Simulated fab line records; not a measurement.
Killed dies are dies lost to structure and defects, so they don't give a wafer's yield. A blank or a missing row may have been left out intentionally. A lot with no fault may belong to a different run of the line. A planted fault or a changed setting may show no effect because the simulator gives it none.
A single fault, viewed from 2 desks	flow nand_harc	each desk has only its own numbers; what lay behind them comes last

THE DEFECT DESK
For each lot, the counts of the inspections along the route, averaged over the sampled wafers that have a number. If a lot's mean is further than 4 standard deviations from the usual mean, the lot is out of limits and carries the mark OUT (the distance appears in the brackets).
Columns: A = raw_defect_count at NHARC_A_ONON_D1_INSPECT_32, usual 75
lot	first seen here	A
L852	day 8 08:48	45
L853	day 8 09:08	76
L855	day 8 23:10	57
L856	day 9 06:55	83
L858	day 9 19:14	108
L859	day 9 19:26	70
L860	day 10 01:40	72
L857	day 10 01:49	51
L861	day 10 02:07	87
L864	day 11 01:48	61
L871	day 12 14:16	79
L872	day 13 00:29	69
L873	day 13 00:31	73
L875	day 13 21:03	87
Result from this desk: across the 14 lots, nothing is out of limits.

AT THE METROLOGY DESK
Lot by lot, what the gauges showed, no matter which tool ran the lot: averages of those sampled wafers that carry a number. If a lot's mean is further than 4 standard deviations from the usual mean, the lot is out of limits and carries the mark OUT (the distance appears in the brackets).
Columns: A = thk_nm at NHARC_A_ONON_D1_THK_MEAS_30, usual 997 nm
lot	first seen here	A
L852	day 8 08:15	978
L853	day 8 08:35	984
L855	day 8 22:38	1007
L856	day 9 06:21	986
L858	day 9 18:40	1000
L859	day 9 18:49	983
L860	day 10 01:08	1120 (+11) OUT
L857	day 10 01:16	996
L861	day 10 01:29	1091 (+8.5) OUT
L864	day 11 01:13	999
L871	day 12 13:44	995
L872	day 12 23:56	976
L873	day 12 23:59	1016
L875	day 13 20:31	1012
Finding of this desk: L860, L861 out of limits; the first was L860 at day 10 01:08, on thk_nm at NHARC_A_ONON_D1_THK_MEAS_30. L852, L853, L855, L856, L858, L859, L857, L864, L871, L872, L873, L875 stayed within limits.

PUT TOGETHER
An alarm was possible from the metrology desk at day 10 01:08, on L860, L861.
Nothing out of limits was seen by the defect desk.
The defect desk has L860, L861 on record, within its limits.
All the named lots went through NHARC_A_ONON_D1_DEP_28 on pecvd_onon-02.

WHAT WAS PUT IN BY THE SIMULATOR
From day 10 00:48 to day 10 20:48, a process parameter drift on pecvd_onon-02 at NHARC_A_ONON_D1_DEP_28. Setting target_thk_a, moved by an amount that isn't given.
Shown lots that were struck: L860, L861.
Time in hours between the start of the fault and the first out-of-limits reading at each desk: metrology desk, 0.
